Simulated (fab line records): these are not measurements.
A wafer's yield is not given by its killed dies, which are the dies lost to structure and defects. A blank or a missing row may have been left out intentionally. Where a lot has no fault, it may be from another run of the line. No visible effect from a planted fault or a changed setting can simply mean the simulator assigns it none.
fab line records | flow n5_finfet
record: lots: 4 | wafers: 11 | last_day: 17
route steps=1938 shown BEOL_M4@1099 BEOL_M5@1112 BEOL_M14@1767 PASSIVATION@1936
lots with no fault: from the same line, run without faults
start_h: start of the lot's first displayed wafer, in hours after the record's first day | wait_h: how many hours have passed since the lot's step before this one | " the same as in the row above | L1.1+2: one row covering several wafers at once | - no value, or no start given | * or withheld: withheld | < > ~ a bound
route shown NAME@n: NAME is a module with steps in the file, n the number in the route of the first one | usual: mean and standard deviation over wafers with no fault | same: alike in all rows | chamber/n: place in a boat | sites: readings site by site | _std_site: standard deviation across them | _edge_site: the outer-site mean with the inner-site mean subtracted | radius_mm: for every site, how far away it sits from the centre of the wafer | mask NAME#n: copy n | behind: the last tool/chamber to shape the wafer | hold: the reason the lot was held/the length of the hold in hours/how it ended | device: whichever transistor did not switch (one of n, p or np) | end of line: tests of these same wafers at the route's end | step lacking rows: just its recipe | killed: at the first sort, the dies lost to defects and structure; wafer yield is something else | map: a wafer's dies, marking killed ones x, the rest . and places with no die _
set.NAME: the setting as run; set.NAME@STEP: as run at that earlier step | model.NAME: the simulator's own value behind a step, which no gauge read
lots at some steps of the route; a table a step, a row a wafer
services: when a tool's chamber went out of use (start_h, in hours from the record's first day, below 0 if earlier), for how many hours, and the reason
== steps ==
step: N5_BEOL_M4_ANNEAL_95
recipe: temp_c: 400 | time_s: 240 | ambient: vacuum
step: N5_BEOL_M4_SPUTTER_96
recipe: material: Cu | target_thk_a: 45 | temp_c: -20 | chamber_pressure_pa: 0.07 | power_w: withheld | time_s: 8.29
step: N5_BEOL_M4_ECD_50
recipe: material: Cu | target_thk_a: 3000
step: N5_BEOL_M4_ANNEAL_51
recipe: temp_c: 225 | time_s: 90 | ambient: N2
step: N5_BEOL_M4_CMP_52
recipe: stop_on: SiOC | t_overpolish_s: 6.8 | down_force_psi: 1 | platen_rpm: 50 | clearing_platen_down_force_psi: 1.5 | clearing_platen_rpm: 50 | post_cmp_clean: cu_alkaline | target_thk_nm: 40 | clearing_platen_pad_velocity_m_s: 0.99484 | pad_velocity_m_s: 0.99484
step: N5_BEOL_M4_PRE_CLEAN_60
recipe: gas: NH3/H2 | time_s: 15 | temp_c: * | rf_power_w: 300
step: N5_BEOL_M4_CO_CAP_55
recipe: material: Co | target_thk_a: 20 | temp_c: 200 | precursor: CCTBA/H2 | pressure_torr: 30 | time_s: 102.1
step: N5_BEOL_M4_PRE_CLEAN_56
recipe: gas: NH3 | time_s: 15 | temp_c: withheld | rf_power_w: 300
step: N5_BEOL_M4_DEP_57
recipe: material: SiCN | target_thk_a: 80 | temp_c: withheld | precursor: 3MS/NH3 | pressure_torr: 3 | rf_w: 202 | time_s: 14
step: N5_BEOL_M4_RC_MEAS_101
usual: DIBL_N: 36.6/2.1 | DIBL_P: 36.5/2.7 | IOFF_N: 0.17/0.043 | IOFF_P: 0.22/0.045 | ION_N: 674/17 | ION_P: 461/9.9 | SS_N: 71.7/0.79 | SS_P: 73.4/0.79 | VT_N: 249/4 | VT_P: -250/3.3
lot.wafer | tool      | chamber | start_h | wait_h | DIBL_N[mV/V] | DIBL_P[mV/V] | IOFF_N[nA/um] | IOFF_P[nA/um] | ION_N[uA/um] | ION_P[uA/um] | SS_N[mV/dec] | SS_P[mV/dec] | VT_N[mV] | VT_P[mV]
L983.1    | prober-01 | 0       | 188.71  | 0.0    | 36.8         | 36.1         | 0.18          | 0.18          | 654          | 447          | 72.2         | 72.9         | 251      | -254
L983.3    | "         | 0       | "       | "      | 40.6         | 41.4         | 0.26          | 0.27          | 689          | 467          | 72.5         | 74.1         | 244      | -250
L983.6    | "         | 0       | "       | "      | 38.3         | 37.8         | 0.19          | 0.20          | 671          | 450          | 72.8         | 73.2         | 250      | -253
L985.3    | prober-02 | 0       | 195.24  | 0.3    | 36.5         | 35.6         | 0.15          | 0.20          | 672          | 456          | 72.0         | 73.9         | 251      | -254
L985.4    | "         | 0       | "       | "      | 39.6         | 40.1         | 0.23          | 0.28          | 699          | 477          | 72.4         | 75.3         | 244      | -247
L985.5    | "         | 0       | "       | "      | 36.5         | 36.3         | 0.17          | 0.21          | 685          | 465          | 72.0         | 73.8         | 250      | -250
L102.2    | prober-01 | 0       | 282.97  | 0.2    | 37.2         | 37.1         | 0.17          | 0.24          | 668          | 456          | 71.3         | 73.7         | 249      | -245
L102.3    | "         | 0       | "       | "      | 39.4         | 41.0         | 0.26          | 0.31          | 711          | 484          | 71.9         | 74.3         | 242      | -247
L102.6    | "         | 0       | "       | "      | 35.5         | 35.6         | 0.14          | 0.21          | 658          | 458          | 70.4         | 73.3         | 251      | -248
L103.3    | prober-02 | 0       | 284.53  | 0.3    | 37.1         | 37.3         | 0.19          | 0.22          | 678          | 462          | 72.2         | 73.9         | 247      | -250
L103.5    | "         | 0       | "       | "      | 35.8         | 36.1         | 0.16          | 0.19          | 681          | 456          | 71.3         | 73.6         | 250      | -254
step: N5_BEOL_M5_ILD_DEP_00
recipe: material: SiCOH_lowk | target_thk_a: 1406.4 | temp_c: 300 | precursor: DEMS/porogen | pressure_torr: 5 | rf_w: 500 | time_s: 25.9
step: N5_BEOL_M5_CURE_79
recipe: temp_c: 385 | time_s: 240 | ambient: He/Ar | material: SiCOH_lowk
step: N5_BEOL_M5_PECVD_70
recipe: material: SiO2 | target_thk_a: 160 | temp_c: 400 | precursor: TEOS/O2 | pressure_torr: 5.5 | rf_w: 450 | teos_flow_sccm: 53.8 | gas: O2 | flow_sccm: 3000 | time_s: 18
step: N5_BEOL_M5_HM_DEP_02
recipe: material: TiN | target_thk_a: 200 | temp_c: 25 | chamber_pressure_pa: 0.49996
step: N5_BEOL_M5_COAT_59
recipe: resist: SOC | temp_c: 250 | time_s: 60 | spin_rpm: 1500 | resist_thk_nm: 60
step: N5_BEOL_M5_COAT_60
recipe: resist: SiARC | temp_c: 220 | time_s: 60 | spin_rpm: 1500 | resist_thk_nm: 12
step: N5_BEOL_M5_COAT_71
recipe: resist: underlayer | temp_c: 205 | time_s: 60 | spin_rpm: 1500 | resist_thk_nm: 5
step: N5_BEOL_M5_COAT_05
recipe: resist: CAR-EUV | spin_rpm: 1500 | resist_thk_nm: 30
step: N5_BEOL_M5_EBR_07
recipe: solvent: PGMEA | ebr_width_mm: 1.5
step: N5_BEOL_M5_SOFTBAKE_06
recipe: temp_c: 110 | time_s: 60 | resist: CAR-EUV
step: N5_BEOL_M5_EXPOSE_08
recipe: mask_id: M5 | na: 0.33 | source_shape: annular | sigma_inner: 0.4 | sigma_outer: 0.8 | polarization: unpolarized | target_cd_nm: 28 | dose_mj: 35.75
step: N5_BEOL_M5_PEB_09
recipe: peb_temp_c: 100 | peb_time_s: 60 | resist: CAR-EUV
step: N5_BEOL_M5_DEVELOP_10
recipe: develop_time_s: 30 | developer: TMAH | resist: CAR-EUV | rinse_liquid: surfactant_rinse | dry: air_spin | dev_temp_c: 23
step: N5_BEOL_M5_DESCUM_16
recipe: chemistry: O2 | time_s: 7 | source_power_w: 50 | bias_power_w: 20 | pressure_mtorr: 20 | rf_frequency_hz: 2.712e+07 | temp_c: 40 | resist: CAR-EUV | o2_flow_sccm: 225
step: N5_BEOL_M5_ETCH_72
recipe: chemistry: N2/H2 | target: underlayer | target_depth_a: 65 | mask_material: CAR-EUV | time_s: 5.2 | ion_energy_ev: 200 | pressure_mtorr: 30 | source_w: 840 | bias_w: 150 | n2_flow_sccm: 200 | h2_flow_sccm: 200 | ends: cleared
step: N5_BEOL_M5_ETCH_61
recipe: chemistry: CF4 | target: SiARC | target_depth_a: 156 | mask_material: CAR-EUV | time_s: 26 | ion_energy_ev: 80 | pressure_mtorr: 40 | source_w: 545 | bias_w: 36 | Ar_flow_sccm: 100 | cf4_flow_sccm: 100 | ends: cleared
step: N5_BEOL_M5_ETCH_62
recipe: chemistry: N2/H2 | target: SOC | target_depth_a: 750 | overetch_a: 150 | mask_material: SiARC | temp_c: 40 | time_s: 112.5 | ion_energy_ev: 200 | pressure_mtorr: 30 | source_w: 840 | bias_w: 150 | n2_flow_sccm: 200 | h2_flow_sccm: 200
step: N5_BEOL_M5_STRIP_63
recipe: chemistry: N2/H2 | temp_c: 40 | n2_flow_sccm: 200 | h2_flow_sccm: 200 | rf_frequency_hz: 6e+07
step: N5_BEOL_M5_STRIP_73
recipe: chemistry: N2/H2 | temp_c: 40 | n2_flow_sccm: 200 | h2_flow_sccm: 200 | rf_frequency_hz: 6e+07
step: N5_BEOL_M5_STRIP_64
recipe: chemistry: CF4 | resist: SiARC | power_w: 300 | bias_power_w: 75 | pressure_mtorr: 50 | cf4_flow_sccm: 150 | rf_frequency_hz: 6e+07
step: N5_BEOL_M5_HM_OPEN_17
recipe: chemistry: Cl2/BCl3 | target_depth_a: 200 | overetch_a: 60 | target: TiN | mask_material: SOC | ion_energy_ev: 150 | pressure_mtorr: 10 | icp_w: 1000 | bias_w: 126 | Cl2_flow_sccm: 53.25 | bcl3_flow_sccm: 21.75 | Ar_flow_sccm: 25
step: N5_BEOL_M5_STRIP_19
recipe: chemistry: O2 | power_w: 400 | temp_c: 40 | pressure_mtorr: 30 | rf_frequency_hz: 6e+07 | bias_power_w: 0 | overash_fraction: 0.2 | o2_flow_sccm: 225
step: N5_BEOL_M5_COAT_65
recipe: resist: SOC | temp_c: 250 | time_s: 60 | spin_rpm: 1500 | resist_thk_nm: 60
step: N5_BEOL_M5_COAT_66
recipe: resist: SiARC | temp_c: 220 | time_s: 60 | spin_rpm: 1500 | resist_thk_nm: 12
step: N5_BEOL_M14_CMP_49
recipe: stop_on: SiO2 | t_overpolish_s: 5.2 | down_force_psi: 2 | platen_rpm: 80 | clearing_platen_down_force_psi: 2 | clearing_platen_rpm: 80 | post_cmp_clean: cu_alkaline | target_thk_nm: 560 | clearing_platen_pad_velocity_m_s: 1.5917 | pad_velocity_m_s: 1.5917
usual: barrier_field_endpoint_s: 11.5/0.32 | motor_current_A: 8.3/0.79 | overpolish_run_s: 5.200/0.0085 | time_to_endpoint_s: 123/4.7
lot.wafer | tool   | chamber | start_h | wait_h | barrier_field_endpoint_s | motor_current_A | overpolish_run_s | time_to_endpoint_s
L983.3    | cmp-01 | 1       | 263.23  | 0.2    | 11.5                     | 8.7             | 5.206            | 127
L983.1    | "      | 3       | "       | "      | 11.5                     | 8.1             | 5.206            | 122
L983.6    | "      | 1       | "       | "      | 11.7                     | 8.3             | 5.192            | 123
L985.3    | cmp-02 | 1       | 274.71  | 0.2    | 11.8                     | 8.7             | 5.207            | 125
L985.4    | "      | 2       | "       | "      | 11.4                     | 8.8             | 5.209            | 124
L985.5    | "      | 3       | "       | "      | 11.8                     | 7.6             | 5.203            | 126
L103.3    | cmp-02 | 2       | 368.76  | 0.4    | 12.1                     | 8.9             | 5.212            | 131
L103.5    | "      | 1       | "       | "      | 23.7                     | 9.5             | 2.296            | 161
L102.2    | cmp-02 | 2       | 373.55  | 0.2    | 11.6                     | 8.3             | 5.205            | 121
L102.3    | "      | 0       | "       | "      | 11.3                     | 8.0             | 5.205            | 116
L102.6    | "      | 3       | "       | "      | 23.2                     | 7.1             | 2.821            | 155
step: N5_BEOL_M14_THK_MEAS_50
recipe: thk_meas_gauge: xrf | reads: Cu_of_BEOL_M14_ECD_47
usual: M14_THK: 562/23
lot.wafer | tool          | chamber | start_h | wait_h | M14_THK[nm]
L983.1    | film_metro-01 | -       | 263.52  | -      | 562
L983.3    | "             | -       | "       | "      | 582
L983.6    | "             | -       | "       | "      | 555
L985.3    | film_metro-02 | -       | 274.93  | -      | 529
L985.4    | "             | -       | "       | "      | 572
L985.5    | "             | -       | "       | "      | 553
L103.3    | film_metro-02 | -       | 369.02  | -      | 571
L103.5    | "             | -       | "       | "      | 1083
L102.2    | film_metro-02 | -       | 373.84  | -      | 547
L102.3    | "             | -       | "       | "      | 533
L102.6    | "             | -       | "       | "      | 1070
step: N5_BEOL_M14_INSPECT_55
recipe: inspect_instrument: darkfield | mode: post_dep
usual: raw_defect_count: 73/24
lot.wafer | tool              | chamber | start_h | wait_h | raw_defect_count
L983.1    | defect_inspect-02 | -       | 263.69  | 0.0    | 113
L983.3    | "                 | -       | "       | "      | 96
L983.6    | "                 | -       | "       | "      | 72
L985.3    | defect_inspect-02 | -       | 275.10  | 0.0    | 80
L985.4    | "                 | -       | "       | "      | 63
L985.5    | "                 | -       | "       | "      | 86
L103.3    | defect_inspect-01 | -       | 369.19  | 0.0    | 87
L103.5    | "                 | -       | "       | "      | 6380
L102.2    | defect_inspect-01 | -       | 374.00  | 0.0    | 97
L102.3    | "                 | -       | "       | "      | 63
L102.6    | "                 | -       | "       | "      | 6506
step: N5_PASSIVATION_PROBE_49
usual: defect_limited_yield: 91.5/1.7 | killed_at_M0_to_M3: 33/11 | killed_at_M4_up: 13/5.2 | killed_at_contacts: 11/5.7 | killed_at_front_end: 39/11 | killed_at_other: 4/3 | killed_dies: 101/20 | killed_on_rim: 13/4.1 | killed_open: 66/15 | killed_short: 33/8.4 | sort_bin_5_function: 5.0/1.1 | sort_bin_6_memory: 3.2/0.69 | sort_n_pass: 1078/20 | sort_yield_pct: 91.4/1.7
same: gross_dies: 1180 | killed_at_back_side: 0 | sort_bin_4_leakage[%]: 0 | sort_bin_8_speed[%]: 0
lot.wafer | tool      | chamber | start_h | wait_h | defect_limited_yield[%] | killed_at_M0_to_M3 | killed_at_M4_up | killed_at_contacts | killed_at_front_end | killed_at_other | killed_dies | killed_on_rim | killed_open | killed_short | sort_bin_5_function[%] | sort_bin_6_memory[%] | sort_n_pass | sort_yield_pct[%]
L983.1    | prober-02 | -       | 288.05  | 0.0    | 90.6                    | 29                 | 17              | 8                  | 57                  | 0               | 111         | 17            | 73          | 36           | 4.7                    | 4.5                  | 1069        | 90.6
L983.3    | prober-02 | -       | 288.15  | 0.1    | 91.7                    | 30                 | 18              | 9                  | 40                  | 1               | 98          | 14            | 66          | 31           | 4.8                    | 3.1                  | 1082        | 91.7
L983.6    | prober-02 | -       | 288.30  | 0.3    | 91.8                    | 34                 | 23              | 1                  | 39                  | 0               | 97          | 14            | 60          | 33           | 4.9                    | 3.2                  | 1083        | 91.8
L985.3    | prober-01 | -       | 297.43  | 0.1    | 91.1                    | 34                 | 19              | 10                 | 40                  | 2               | 105         | 12            | 69          | 33           | 5.3                    | 3.5                  | 1075        | 91.1
L985.4    | prober-01 | -       | 297.48  | 0.2    | 91.9                    | 32                 | 17              | 7                  | 39                  | 1               | 96          | 13            | 67          | 26           | 4.2                    | 3.6                  | 1084        | 91.9
L985.5    | prober-01 | -       | 297.53  | 0.2    | 90.6                    | 32                 | 15              | 13                 | 44                  | 7               | 111         | 13            | 83          | 26           | 5.6                    | 3.5                  | 1069        | 90.6
L103.3    | prober-01 | -       | 386.77  | 0.1    | 92.5                    | 26                 | 9               | 12                 | 36                  | 5               | 88          | 4             | 57          | 30           | 3.9                    | 3.1                  | 1092        | 92.5
L103.5    | prober-01 | -       | 386.87  | 0.2    | 0                       | 33                 | 1098            | 11                 | 31                  | 7               | 1180        | 152           | 51          | 36           | 4.2                    | 2.9                  | 0           | 0
L102.2    | prober-01 | -       | 396.38  | 0.1    | 90.9                    | 27                 | 13              | 19                 | 47                  | 1               | 107         | 14            | 77          | 27           | 5.3                    | 3.5                  | 1073        | 90.9
L102.3    | prober-01 | -       | 396.43  | 0.1    | 90.3                    | 30                 | 6               | 11                 | 68                  | 0               | 115         | 10            | 78          | 35           | 6.1                    | 3.1                  | 1065        | 90.3
L102.6    | prober-01 | -       | 396.58  | 0.3    | 0                       | 42                 | 1070            | 12                 | 54                  | 2               | 1180        | 152           | 82          | 42           | 6.8                    | 3.6                  | 0           | 0
killed by level:class
L983.1 STI_FIN_REVEAL:geometric_particle:open=16 FIN_SAQP:geometric_particle:short=12 FIN_SAQP:geometric_particle:open=11 BEOL_M1:geometric_particle:open=7 MOL_CONTACT_COAG:geometric_particle:open=7 BEOL_M4:geometric_particle:open=5 STI_FIN_REVEAL:geometric_particle:short=5 BEOL_M0_SAQP:geometric_particle:short=5
L983.3 BEOL_M3:geometric_particle:open=9 BEOL_M1:geometric_particle:open=9 MOL_CONTACT_COAG:geometric_particle:open=8 FIN_SAQP:geometric_particle:short=7 FIN_SAQP:geometric_particle:open=7 GATE_CUT:geometric_particle:open=6 DUMMY_GATE:geometric_particle:open=5 STI_FIN_REVEAL:geometric_particle:open=4
L983.6 FIN_SAQP:geometric_particle:open=12 BEOL_M0_SAQP:geometric_particle:short=12 BEOL_M0_SAQP:geometric_particle:open=8 FIN_SAQP:geometric_particle:short=7 STI_FIN_REVEAL:geometric_particle:open=7 BEOL_M1:geometric_particle:open=6 BEOL_M4:geometric_particle:open=6 BEOL_M8:geometric_particle:open=4
L985.3 STI_FIN_REVEAL:geometric_particle:open=17 MOL_CONTACT_COAG:geometric_particle:open=9 BEOL_M4:geometric_particle:open=8 FIN_SAQP:geometric_particle:short=7 BEOL_M0_SAQP:geometric_particle:short=7 BEOL_M2:geometric_particle:open=7 BEOL_M0_SAQP:geometric_particle:open=5 BEOL_M1:geometric_particle:open=4
L985.4 STI_FIN_REVEAL:geometric_particle:open=12 BEOL_M0_SAQP:geometric_particle:open=8 FIN_SAQP:geometric_particle:short=6 MOL_CONTACT_COAG:geometric_particle:open=6 BEOL_M3:geometric_particle:open=6 GATE_CUT:geometric_particle:short=5 BEOL_M0:geometric_particle:open=5 BEOL_M6:geometric_particle:open=5
L985.5 STI_FIN_REVEAL:geometric_particle:open=18 MOL_CONTACT_COAG:geometric_particle:open=10 BEOL_M1:geometric_particle:open=8 BEOL_M0:geometric_particle:open=7 BEOL_M4:geometric_particle:open=7 ILD0:geometric_particle:open=5 BEOL_M0_SAQP:geometric_particle:short=5 GATE_CUT:geometric_particle:short=4
L103.3 BEOL_M3:geometric_particle:open=12 MOL_CONTACT_COAG:geometric_particle:open=11 GATE_CUT:geometric_particle:short=8 FIN_SAQP:geometric_particle:open=7 FIN_SAQP:geometric_particle:short=6 DUMMY_GATE:geometric_particle:open=5 BEOL_M2:geometric_particle:open=4 BEOL_M4:geometric_particle:open=4
L103.5 BEOL_M14:area_cmp=1091 BEOL_M0_SAQP:geometric_particle:short=9 BEOL_M3:geometric_particle:open=9 FIN_SAQP:geometric_particle:open=8 GATE_CUT:geometric_particle:short=8 MOL_CONTACT_COAG:geometric_particle:open=7 FIN_SAQP:geometric_particle:short=5 BEOL_M0_SAQP:geometric_particle:open=5
L102.2 STI_FIN_REVEAL:geometric_particle:open=20 MOL_CONTACT_COAG:geometric_particle:open=15 BEOL_M0_SAQP:geometric_particle:open=9 FIN_SAQP:geometric_particle:open=8 BEOL_M0_SAQP:geometric_particle:short=7 STI_FIN_REVEAL:geometric_particle:short=5 BEOL_M2:geometric_particle:open=5 MOL_CONTACT_COAG:geometric_particle:short=4
L102.3 STI_FIN_REVEAL:geometric_particle:open=31 FIN_SAQP:geometric_particle:short=11 FIN_SAQP:geometric_particle:open=10 MOL_CONTACT_COAG:geometric_particle:open=9 BEOL_M2:geometric_particle:open=6 BEOL_M0_SAQP:geometric_particle:open=6 BEOL_M0_SAQP:geometric_particle:short=5 STI_FIN_REVEAL:geometric_particle:short=4
L102.6 BEOL_M14:area_cmp=1054 FIN_SAQP:geometric_particle:open=15 FIN_SAQP:geometric_particle:short=14 BEOL_M0_SAQP:geometric_particle:open=13 MOL_CONTACT_COAG:geometric_particle:open=11 BEOL_M0_SAQP:geometric_particle:short=11 BEOL_M4:geometric_particle:open=9 BEOL_M1:geometric_particle:open=5
map L102.6 (x killed, . not)
_________________xxxxxxxxxxxx________________
______________xxxxxxxxxxxxxxxxxx_____________
___________xxxxxxxxxxxxxxxxxxxxxxxx__________
__________xxxxxxxxxxxxxxxxxxxxxxxxxx_________
________xxxxxxxxxxxxxxxxxxxxxxxxxxxxxx_______
_______xxxxxxxxxxxxxxxxxxxxxxxxxxxxxxxx______
______xxxxxxxxxxxxxxxxxxxxxxxxxxxxxxxxxx_____
_____xxxxxxxxxxxxxxxxxxxxxxxxxxxxxxxxxxxx____
____xxxxxxxxxxxxxxxxxxxxxxxxxxxxxxxxxxxxxx___
___xxxxxxxxxxxxxxxxxxxxxxxxxxxxxxxxxxxxxxxx__
___xxxxxxxxxxxxxxxxxxxxxxxxxxxxxxxxxxxxxxxx__
__xxxxxxxxxxxxxxxxxxxxxxxxxxxxxxxxxxxxxxxxxx_
__xxxxxxxxxxxxxxxxxxxxxxxxxxxxxxxxxxxxxxxxxx_
_xxxxxxxxxxxxxxxxxxxxxxxxxxxxxxxxxxxxxxxxxxxx
_xxxxxxxxxxxxxxxxxxxxxxxxxxxxxxxxxxxxxxxxxxxx
_xxxxxxxxxxxxxxxxxxxxxxxxxxxxxxxxxxxxxxxxxxxx
_xxxxxxxxxxxxxxxxxxxxxxxxxxxxxxxxxxxxxxxxxxxx
_xxxxxxxxxxxxxxxxxxxxxxxxxxxxxxxxxxxxxxxxxxxx
_xxxxxxxxxxxxxxxxxxxxxxxxxxxxxxxxxxxxxxxxxxxx
_xxxxxxxxxxxxxxxxxxxxxxxxxxxxxxxxxxxxxxxxxxxx
_xxxxxxxxxxxxxxxxxxxxxxxxxxxxxxxxxxxxxxxxxxxx
__xxxxxxxxxxxxxxxxxxxxxxxxxxxxxxxxxxxxxxxxxx_
__xxxxxxxxxxxxxxxxxxxxxxxxxxxxxxxxxxxxxxxxxx_
___xxxxxxxxxxxxxxxxxxxxxxxxxxxxxxxxxxxxxxxx__
___xxxxxxxxxxxxxxxxxxxxxxxxxxxxxxxxxxxxxxxx__
____xxxxxxxxxxxxxxxxxxxxxxxxxxxxxxxxxxxxxx___
_____xxxxxxxxxxxxxxxxxxxxxxxxxxxxxxxxxxxx____
______xxxxxxxxxxxxxxxxxxxxxxxxxxxxxxxxxx_____
_______xxxxxxxxxxxxxxxxxxxxxxxxxxxxxxxx______
________xxxxxxxxxxxxxxxxxxxxxxxxxxxxxx_______
__________xxxxxxxxxxxxxxxxxxxxxxxxxx_________
___________xxxxxxxxxxxxxxxxxxxxxxxx__________
______________xxxxxxxxxxxxxxxxxx_____________
_________________xxxxxxxxxxxx________________
map L103.5 (x killed, . not)
_________________xxxxxxxxxxxx________________
______________xxxxxxxxxxxxxxxxxx_____________
___________xxxxxxxxxxxxxxxxxxxxxxxx__________
__________xxxxxxxxxxxxxxxxxxxxxxxxxx_________
________xxxxxxxxxxxxxxxxxxxxxxxxxxxxxx_______
_______xxxxxxxxxxxxxxxxxxxxxxxxxxxxxxxx______
______xxxxxxxxxxxxxxxxxxxxxxxxxxxxxxxxxx_____
_____xxxxxxxxxxxxxxxxxxxxxxxxxxxxxxxxxxxx____
____xxxxxxxxxxxxxxxxxxxxxxxxxxxxxxxxxxxxxx___
___xxxxxxxxxxxxxxxxxxxxxxxxxxxxxxxxxxxxxxxx__
___xxxxxxxxxxxxxxxxxxxxxxxxxxxxxxxxxxxxxxxx__
__xxxxxxxxxxxxxxxxxxxxxxxxxxxxxxxxxxxxxxxxxx_
__xxxxxxxxxxxxxxxxxxxxxxxxxxxxxxxxxxxxxxxxxx_
_xxxxxxxxxxxxxxxxxxxxxxxxxxxxxxxxxxxxxxxxxxxx
_xxxxxxxxxxxxxxxxxxxxxxxxxxxxxxxxxxxxxxxxxxxx
_xxxxxxxxxxxxxxxxxxxxxxxxxxxxxxxxxxxxxxxxxxxx
_xxxxxxxxxxxxxxxxxxxxxxxxxxxxxxxxxxxxxxxxxxxx
_xxxxxxxxxxxxxxxxxxxxxxxxxxxxxxxxxxxxxxxxxxxx
_xxxxxxxxxxxxxxxxxxxxxxxxxxxxxxxxxxxxxxxxxxxx
_xxxxxxxxxxxxxxxxxxxxxxxxxxxxxxxxxxxxxxxxxxxx
_xxxxxxxxxxxxxxxxxxxxxxxxxxxxxxxxxxxxxxxxxxxx
__xxxxxxxxxxxxxxxxxxxxxxxxxxxxxxxxxxxxxxxxxx_
__xxxxxxxxxxxxxxxxxxxxxxxxxxxxxxxxxxxxxxxxxx_
___xxxxxxxxxxxxxxxxxxxxxxxxxxxxxxxxxxxxxxxx__
___xxxxxxxxxxxxxxxxxxxxxxxxxxxxxxxxxxxxxxxx__
____xxxxxxxxxxxxxxxxxxxxxxxxxxxxxxxxxxxxxx___
_____xxxxxxxxxxxxxxxxxxxxxxxxxxxxxxxxxxxx____
______xxxxxxxxxxxxxxxxxxxxxxxxxxxxxxxxxx_____
_______xxxxxxxxxxxxxxxxxxxxxxxxxxxxxxxx______
________xxxxxxxxxxxxxxxxxxxxxxxxxxxxxx_______
__________xxxxxxxxxxxxxxxxxxxxxxxxxx_________
___________xxxxxxxxxxxxxxxxxxxxxxxx__________
______________xxxxxxxxxxxxxxxxxx_____________
_________________xxxxxxxxxxxx________________
== services ==
tool   | chamber | start_h | hours | kind
cmp-02 | -       | 258.41  | 2.0   | repair
cmp-02 | -       | 262.26  | 0.8   | repair
cmp-01 | -       | 294.23  | 3.9   | repair
cmp-01 | -       | 298.98  | 4.0   | pm
cmp-01 | -       | 302.98  | -     | consumable_replace:conditioner
cmp-01 | -       | 302.98  | -     | consumable_replace:pad
cmp-01 | -       | 313.44  | 1.2   | repair
cmp-02 | -       | 325.52  | 3.7   | pm
cmp-01 | -       | 367.52  | 13.8  | pm
== key ==
first_sign: step: N5_BEOL_M14_CMP_49 | reading: overpolish_run_s | direction: down | sigmas: 99+ | usual: 5.200 | struck: 2.559
effect: step: N5_BEOL_M14_CMP_49 | reading: barrier_field_endpoint_s | direction: up | sigmas: 37 | usual: 11.5 | struck: 23.4
effect: step: N5_BEOL_M14_THK_MEAS_50 | reading: M14_THK | direction: up | sigmas: 23 | usual: 562 | struck: 1076
effect: step: N5_BEOL_M14_INSPECT_55 | reading: raw_defect_count | direction: up | sigmas: 99+ | usual: 73 | struck: 6443
effect: step: N5_PASSIVATION_PROBE_49 | reading: killed_at_M4_up | direction: up | sigmas: 99+ | usual: 13 | struck: 1084
more_kills_born_at: N5_BEOL_M14_CMP_49@cmp-02: 2145
met_at N5_BEOL_M14_CMP_49
struck_wafers L102.6,L103.5
later_rows_left_out L102.6,L103.5
onset_between 274.71 368.76
fault: kind: process_parameter_drift | tool: cmp-02 | chamber: - | onset_h: 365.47 | steps: N5_BEOL_M14_CMP_49 | channel: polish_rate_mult | offset: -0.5 | shape: step | end_h: 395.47 | scope: struck_wafers_only
later_rows_left_out: the simulator's readings of these wafers behind a module that went badly wrong aren't trusted and aren't shown, but for the sort
